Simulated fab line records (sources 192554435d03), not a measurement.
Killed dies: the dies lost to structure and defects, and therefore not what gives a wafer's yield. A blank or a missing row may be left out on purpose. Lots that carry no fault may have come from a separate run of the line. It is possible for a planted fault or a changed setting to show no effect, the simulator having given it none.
fab line records	flow n5_finfet
[record] lots = 9	wafers = 27	last_day = 18
route steps=1938 shown BEOL_M11@1559
lots that met no fault: from a run of the same line without faults
start_h: hours from the record's opening day to when the first of the lot's shown wafers began	wait_h: hours from the lot's prior step to this one	" the same as in the row above	L1.1+2: a row that stands for several wafers	- no value present, or no start provided	* or withheld: withheld	< > ~ a bound
route shown NAME@n: a module of which the file shows steps, and the number in the route of the first	usual: mean/standard deviation taken from wafers without a fault	same: alike in all rows	chamber/n: place in a boat	sites: readings site by site	_std_site: how widely they spread, as a standard deviation	_edge_site: outer sites' mean less inner sites'	radius_mm: how far each site lies from the wafer's centre	mask NAME#n: copy n	behind: the most recent tool/chamber to have shaped the wafer	hold: why the lot went on hold/how many hours it stayed there/how the hold came to an end	device: the transistor (n, p or np) that didn't switch	end of line: the same wafers' tests at the end of the route	a step given without rows: its recipe and nothing more	killed: the dies lost at the first sort to structure and to defects; this is not the yield of the wafer	map: per-die view of a wafer (x killed, . not killed, _ where there is no die)
set.NAME: the setting the step ran with; set.NAME@STEP: the setting that earlier step ran with	model.NAME: the simulator's own value behind a step, which no gauge read
route steps across a sampled set of lots; one table per step, one row per wafer
services: the hour from which a tool's chamber was out of use, counted from the record's first day as start_h (under 0 if before that day), plus the number of hours and why
[[steps]]
[step N5_BEOL_M11_CD_MEAS_18]
[recipe] pitch_nm = 140	target_cd_nm = 70
[usual] cd_nm = 70.0/0.64
lot.wafer	tool	chamber	start_h	wait_h	cd_nm
L894.1	cd_sem-02	-	251.78	0.0	70.2
L894.2	"	-	"	"	70.1
L894.6	"	-	"	"	70.5
L902.3	cd_sem-02	-	280.09	0.1	69.7
L902.5	"	-	"	"	70.2
L902.6	"	-	"	"	70.1
L900.1	cd_sem-01	-	304.37	0.0	69.5
L900.4	"	-	"	"	69.8
L900.5	"	-	"	"	69.6
L906.1	cd_sem-03	-	332.38	0.0	69.2
L906.3	"	-	"	"	68.9
L906.6	"	-	"	"	69.5
L908.2	cd_sem-03	-	339.49	0.1	71.2
L908.5	"	-	"	"	71.9
L908.6	"	-	"	"	71.0
L910.1	cd_sem-01	-	351.02	0.0	70.4
L910.2	"	-	"	"	70.9
L910.3	"	-	"	"	70.3
L914.3	cd_sem-02	-	369.74	0.1	68.9
L914.5	"	-	"	"	69.5
L914.6	"	-	"	"	69.5
L915.1	cd_sem-03	-	386.37	0.0	69.2
L915.2	"	-	"	"	68.1
L915.4	"	-	"	"	69.6
L916.2	cd_sem-02	-	394.80	0.1	70.2
L916.3	"	-	"	"	70.4
L916.5	"	-	"	"	70.2
[step N5_BEOL_M11_CD_MEAS_28]
[recipe] target_cd_nm = 70	landing_energy_ev = 500	detector = se_inlens	polarity = opening
[usual] cd_nm = 70.1/1
lot.wafer	tool	chamber	start_h	wait_h	cd_nm
L894.1	cd_sem-01	0	253.42	-	70.0
L894.2	"	0	"	"	70.3
L894.6	"	0	"	"	72.0
L902.3	cd_sem-03	0	280.53	-	68.1
L902.5	"	0	"	"	69.1
L902.6	"	0	"	"	68.0
L900.1	cd_sem-02	0	305.52	-	70.3
L900.4	"	0	"	"	71.5
L900.5	"	0	"	"	71.1
L906.1	cd_sem-03	0	333.89	-	71.2
L906.3	"	0	"	"	71.4
L906.6	"	0	"	"	70.0
L908.2	cd_sem-02	0	339.99	-	69.7
L908.5	"	0	"	"	69.8
L908.6	"	0	"	"	69.2
L910.1	cd_sem-03	0	353.41	-	69.7
L910.2	"	0	"	"	69.9
L910.3	"	0	"	"	69.2
L914.3	cd_sem-02	0	370.59	-	69.8
L914.5	"	0	"	"	68.8
L914.6	"	0	"	"	68.9
L915.1	cd_sem-02	0	389.71	-	69.9
L915.2	"	0	"	"	69.5
L915.4	"	0	"	"	70.3
L916.2	cd_sem-02	0	398.52	-	71.5
L916.3	"	0	"	"	71.8
L916.5	"	0	"	"	71.0
[step N5_BEOL_M11_TRENCH_ETCH_37]
[recipe] chemistry = C4F6/O2	target_depth_a = 1488.3	target = SiCOH_lowk	time_s = 48	ion_energy_ev = 250	pressure_mtorr = 30	source_w = 345	bias_w = 185	Ar_flow_sccm = 300	C4F6_flow_sccm = 10	O2_flow_sccm = 10
[usual] O2_flow_sccm = 9.994/0.029	drypump_motor_current_A = 5.6/0.49	oes_f_703_au = 0.80/0.074	oes_product_au = 0.81/0.081	rf_fwd_power_W = 341.2/1.6	rf_vpp_V = 671/11	showerhead_plenum_p_Torr = 2.87/0.11	throttle_valve_pct = 21.03/0.22
lot.wafer	tool	chamber	start_h	wait_h	O2_flow_sccm	drypump_motor_current_A	oes_f_703_au	oes_product_au	rf_fwd_power_W	rf_hours_counter_h	rf_vpp_V	showerhead_plenum_p_Torr	throttle_valve_pct
L894.1	rie_diel-04	0	253.84	-	10.003	4.8	0.86	0.89	340.8	29	672	3.01	20.77
L894.2	"	1	"	"	10.026	5.2	0.67	0.68	341.9	247	661	2.81	21.11
L894.6	"	0	"	"	10.014	4.8	0.86	0.89	343.1	-	673	3.01	20.78
L902.3	rie_diel-04	0	280.93	-	10.001	4.8	0.85	0.86	342.5	38	673	3.01	20.78
L902.5	"	0	"	"	9.982	4.8	0.84	0.87	341.0	-	672	3.01	20.78
L902.6	"	2	"	"	9.945	6.2	0.81	0.82	339.0	-	687	3.00	21.23
L900.1	rie_diel-04	2	305.92	-	10.000	6.1	0.80	0.81	337.8	77	684	3.00	21.25
L900.4	"	1	"	"	10.021	5.2	0.93	0.98	342.7	6	660	2.80	20.79
L900.5	"	0	"	"	9.986	4.8	0.82	0.85	340.5	-	673	3.01	20.79
L906.1	rie_diel-04	0	334.31	-	9.948	4.8	0.82	0.84	341.4	55	674	3.00	20.79
L906.3	"	2	"	"	10.033	6.1	1.02	0.84	421.3	85	613	2.99	21.28
L906.6	"	1	"	"	9.980	5.2	0.91	0.95	342.5	-	659	2.80	20.81
L908.2	rie_diel-02	1	340.40	-	10.043	5.1	0.84	0.86	341.0	61	673	2.79	21.18
L908.5	"	0	"	"	9.968	5.7	0.69	0.68	340.9	-	673	2.81	21.26
L908.6	"	1	"	"	10.021	5.1	0.86	0.86	342.0	-	672	2.79	21.19
L910.1	rie_diel-04	0	353.81	-	10.020	4.8	0.82	0.82	340.8	62	673	3.00	20.80
L910.2	"	2	"	"	10.013	6.2	1.02	0.84	420.0	91	615	2.99	21.27
L910.3	"	1	"	"	10.017	5.1	0.90	0.93	340.3	21	661	2.80	20.83
L914.3	rie_diel-02	3	370.98	-	9.969	5.7	0.83	0.83	343.4	84	667	2.76	21.02
L914.5	"	1	"	"	9.963	5.1	0.83	0.84	341.7	-	670	2.79	21.19
L914.6	"	3	"	"	9.974	5.7	0.84	0.83	342.8	-	668	2.76	21.03
L915.1	rie_diel-05	3	390.11	-	10.002	5.9	0.77	0.79	342.3	104	669	2.98	20.86
L915.2	"	2	"	"	10.027	5.5	0.73	0.75	339.7	151	657	2.74	21.12
L915.4	"	0	"	"	9.991	5.4	0.88	0.89	341.6	-	697	3.00	20.71
L916.2	rie_diel-05	3	398.92	-	9.971	5.9	0.77	0.78	341.5	107	670	2.98	20.86
L916.3	"	0	"	"	10.007	5.4	0.87	0.88	339.8	29	697	3.00	20.72
L916.5	"	0	"	"	9.984	5.4	0.87	0.88	340.0	-	697	3.00	20.73
[step N5_BEOL_M11_ETCH_41]
[recipe] chemistry = CH3F/O2	target = SiCN	target_depth_a = 426	taper_deg = 2	time_s = 86	ion_energy_ev = 120	mask_material = TiN	pressure_mtorr = 30	source_w = 395	bias_w = 75	Ar_flow_sccm = 150	CH3F_flow_sccm = 30	O2_flow_sccm = 20
[usual] O2_flow_sccm = 20.01/0.062	drypump_motor_current_A = 5.6/0.49	oes_product_au = 0.81/0.08	rf_fwd_power_W = 391.9/1.3	rf_vpp_V = 297.7/1.7	showerhead_plenum_p_Torr = 2.02/0.08	throttle_valve_pct = 16.39/0.22
lot.wafer	tool	chamber	start_h	wait_h	O2_flow_sccm	drypump_motor_current_A	oes_product_au	rf_fwd_power_W	rf_hours_counter_h	rf_vpp_V	showerhead_plenum_p_Torr	throttle_valve_pct
L894.1	rie_diel-04	0	-	-	19.87	4.8	0.87	391.1	29	298.9	2.12	16.15
L894.2	"	1	"	"	20.03	5.1	0.68	393.0	247	297.4	1.97	16.57
L894.6	"	0	"	"	19.96	4.8	0.87	388.7	-	299.5	2.13	16.14
L902.3	rie_diel-04	0	-	-	20.01	4.8	0.86	391.5	38	299.2	2.12	16.17
L902.5	"	0	"	"	19.94	4.8	0.86	390.2	-	298.2	2.12	16.17
L902.6	"	2	"	"	20.21	6.1	0.82	389.6	-	298.8	2.11	16.52
L900.1	rie_diel-04	2	-	-	20.11	6.2	0.80	390.7	77	300.7	2.11	16.57
L900.4	"	1	"	"	20.14	5.1	0.98	392.3	6	297.0	1.97	16.13
L900.5	"	0	"	"	19.99	4.8	0.86	391.7	-	299.8	2.12	16.19
L906.1	rie_diel-04	0	-	-	20.13	4.8	0.84	390.2	55	298.2	2.12	16.21
L906.3	"	2	"	"	20.00	6.2	0.80	388.7	85	299.3	2.10	16.57
L906.6	"	1	"	"	20.05	5.2	0.95	392.6	-	297.2	1.97	16.16
L908.2	rie_diel-02	1	-	-	19.95	5.1	0.86	391.1	61	296.3	1.96	16.47
L908.5	"	0	"	"	20.15	5.8	0.68	391.4	-	296.1	1.98	16.70
L908.6	"	1	"	"	19.91	5.0	0.86	393.2	-	296.5	1.96	16.46
L910.1	rie_diel-04	0	-	-	19.98	4.8	0.84	392.9	62	300.0	2.11	16.21
L910.2	"	2	"	"	20.03	6.1	0.79	392.1	91	298.3	2.10	16.58
L910.3	"	1	"	"	20.04	5.2	0.93	391.9	21	296.8	1.96	16.18
L914.3	rie_diel-02	3	-	-	20.09	5.7	0.84	392.0	84	296.2	1.94	16.35
L914.5	"	1	"	"	19.96	5.1	0.85	393.0	-	296.6	1.95	16.48
L914.6	"	3	"	"	20.02	5.7	0.83	394.1	-	295.8	1.94	16.36
L915.1	rie_diel-05	3	-	-	20.03	5.9	0.80	392.1	104	298.4	2.10	16.24
L915.2	"	2	"	"	20.09	5.5	0.75	392.2	151	296.7	1.92	16.49
L915.4	"	0	"	"	19.99	5.4	0.89	392.6	-	298.5	2.11	16.08
L916.2	rie_diel-05	3	-	-	19.86	5.9	0.79	392.1	107	299.3	2.10	16.24
L916.3	"	0	"	"	19.98	5.4	0.89	393.7	30	298.8	2.11	16.10
L916.5	"	0	"	"	19.95	5.4	0.89	394.0	-	300.6	2.11	16.08
[step N5_BEOL_M11_OCD_MEAS_38]
[usual] trench_depth_nm = 149.8/2.5
lot.wafer	tool	chamber	start_h	wait_h	trench_depth_nm
L894.1	ocd-02	-	254.02	-	153.7
L894.2	"	-	"	"	146.6
L894.6	"	-	"	"	153.3
L902.3	ocd-02	-	281.11	-	150.6
L902.5	"	-	"	"	152.1
L902.6	"	-	"	"	149.4
L900.1	ocd-02	-	306.10	-	149.4
L900.4	"	-	"	"	150.1
L900.5	"	-	"	"	152.2
L906.1	ocd-01	-	334.49	-	152.9
L906.3	"	-	"	"	160.5
L906.6	"	-	"	"	150.6
L908.2	ocd-01	-	340.59	-	153.9
L908.5	"	-	"	"	147.0
L908.6	"	-	"	"	153.3
L910.1	ocd-02	-	353.99	-	151.8
L910.2	"	-	"	"	162.5
L910.3	"	-	"	"	149.2
L914.3	ocd-02	-	371.17	-	150.5
L914.5	"	-	"	"	154.9
L914.6	"	-	"	"	151.2
L915.1	ocd-02	-	390.29	-	150.5
L915.2	"	-	"	"	148.4
L915.4	"	-	"	"	150.5
L916.2	ocd-01	-	399.10	-	148.9
L916.3	"	-	"	"	148.8
L916.5	"	-	"	"	148.2
[step N5_BEOL_M11_THK_MEAS_53]
[recipe] thk_meas_gauge = xrf	reads = Cu_of_BEOL_M11_ECD_50
[usual] M11_THK = 140.8/2.6
lot.wafer	tool	chamber	start_h	wait_h	M11_THK[nm]
L894.1	film_metro-01	-	256.96	-	144.4
L894.2	"	-	"	"	138.1
L894.6	"	-	"	"	142.0
L902.3	film_metro-02	-	283.48	-	142.6
L902.5	"	-	"	"	143.1
L902.6	"	-	"	"	141.2
L900.1	film_metro-01	-	308.78	-	139.8
L900.4	"	-	"	"	140.9
L900.5	"	-	"	"	141.9
L906.1	film_metro-02	-	337.70	-	144.9
L906.3	"	-	"	"	150.5
L906.6	"	-	"	"	142.5
L908.2	film_metro-02	-	345.02	-	144.5
L908.5	"	-	"	"	138.4
L908.6	"	-	"	"	143.7
L910.1	film_metro-02	-	357.35	-	144.4
L910.2	"	-	"	"	153.9
L910.3	"	-	"	"	141.0
L914.3	film_metro-01	-	374.81	-	142.1
L914.5	"	-	"	"	145.9
L914.6	"	-	"	"	142.4
L915.1	film_metro-02	-	392.39	-	141.4
L915.2	"	-	"	"	139.7
L915.4	"	-	"	"	142.3
L916.2	film_metro-02	-	401.38	-	141.7
L916.3	"	-	"	"	141.0
L916.5	"	-	"	"	140.6
[step N5_BEOL_M11_RS_MEAS_57]
[recipe] thk_meas_gauge = four-point-probe	reads = Cu_of_BEOL_M11_ECD_50+Co_of_BEOL_M11_CVD_75+TaN_of_BEOL_M11_ALD_74
[usual] M11_RS = 0.150/0.003
lot.wafer	tool	chamber	start_h	wait_h	M11_RS[ohm/sq]
L894.1	film_metro-01	-	257.09	0.0	0.145
L894.2	"	-	"	"	0.152
L894.6	"	-	"	"	0.149
L902.3	film_metro-02	-	283.61	0.0	0.148
L902.5	"	-	"	"	0.148
L902.6	"	-	"	"	0.148
L900.1	film_metro-01	-	308.91	0.0	0.151
L900.4	"	-	"	"	0.150
L900.5	"	-	"	"	0.147
L906.1	film_metro-02	-	337.83	0.0	0.146
L906.3	"	-	"	"	0.139
L906.6	"	-	"	"	0.148
L908.2	film_metro-01	-	345.14	0.0	0.147
L908.5	"	-	"	"	0.155
L908.6	"	-	"	"	0.148
L910.1	film_metro-01	-	357.47	0.0	0.146
L910.2	"	-	"	"	0.136
L910.3	"	-	"	"	0.150
L914.3	film_metro-01	-	374.94	0.0	0.150
L914.5	"	-	"	"	0.145
L914.6	"	-	"	"	0.149
L915.1	film_metro-02	-	392.52	0.0	0.150
L915.2	"	-	"	"	0.151
L915.4	"	-	"	"	0.147
L916.2	film_metro-02	-	401.51	0.0	0.149
L916.3	"	-	"	"	0.149
L916.5	"	-	"	"	0.150
[[services]]
tool	chamber	start_h	hours	kind
rie_diel-05	1	238.66	19.1	repair
rie_diel-02	3	253.47	2.3	repair
rie_diel-04	1	263.33	-	clean
rie_diel-04	1	263.33	-	consumable_replace:focus_ring
rie_diel-05	0	273.24	-	clean
rie_diel-05	0	273.24	-	consumable_replace:focus_ring
rie_diel-05	0	273.24	-	consumable_replace:showerhead
rie_diel-04	3	352.37	5.9	repair
rie_diel-05	3	368.86	6.4	repair
rie_diel-02	0	371.14	-	clean
rie_diel-02	0	371.14	-	consumable_replace:focus_ring
rie_diel-02	0	371.14	15.0	scheduled_down
rie_diel-02	0	371.14	15.0	vent_cycle
rie_diel-05	-	372.88	0.2	repair
rie_diel-05	0	381.64	1.3	repair
rie_diel-05	1	387.41	-	clean
rie_diel-05	1	387.41	-	consumable_replace:focus_ring
rie_diel-05	1	387.41	18.7	scheduled_down
rie_diel-05	1	387.41	18.7	vent_cycle
[[key]]
[first_sign] step = N5_BEOL_M11_TRENCH_ETCH_37	reading = rf_fwd_power_W	direction = up	sigmas = 49	usual = *	struck = *
[effect] step = N5_BEOL_M11_TRENCH_ETCH_37	reading = rf_vpp_V	direction = down	sigmas = 5.2	usual = 671	struck = 614
[effect] step = N5_BEOL_M11_OCD_MEAS_38	reading = trench_depth_nm	direction = up	sigmas = 4.7	usual = 149.8	struck = 161.5
[effect] step = N5_BEOL_M11_THK_MEAS_53	reading = M11_THK	direction = up	sigmas = 4.4	usual = 140.8	struck = 152.2
[effect] step = N5_BEOL_M11_RS_MEAS_57	reading = M11_RS	direction = down	sigmas = 4.1	usual = 0.150	struck = 0.138
met_at N5_BEOL_M11_TRENCH_ETCH_37
struck_lots L906,L910
struck_wafers L906.3,L910.2
not_acting_at N5_BEOL_M11_CD_MEAS_18,N5_BEOL_M11_CD_MEAS_28,N5_BEOL_M11_ETCH_41
onset_between 305.92 334.31
[fault] kind = process_parameter_drift	tool = rie_diel-04	chamber = 2	onset_h = 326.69	steps = N5_BEOL_M11_TRENCH_ETCH_37	channel = source_w	offset = 82.8	shape = step	end_h = 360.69	acts_in = these_recipes_only	stated = 345
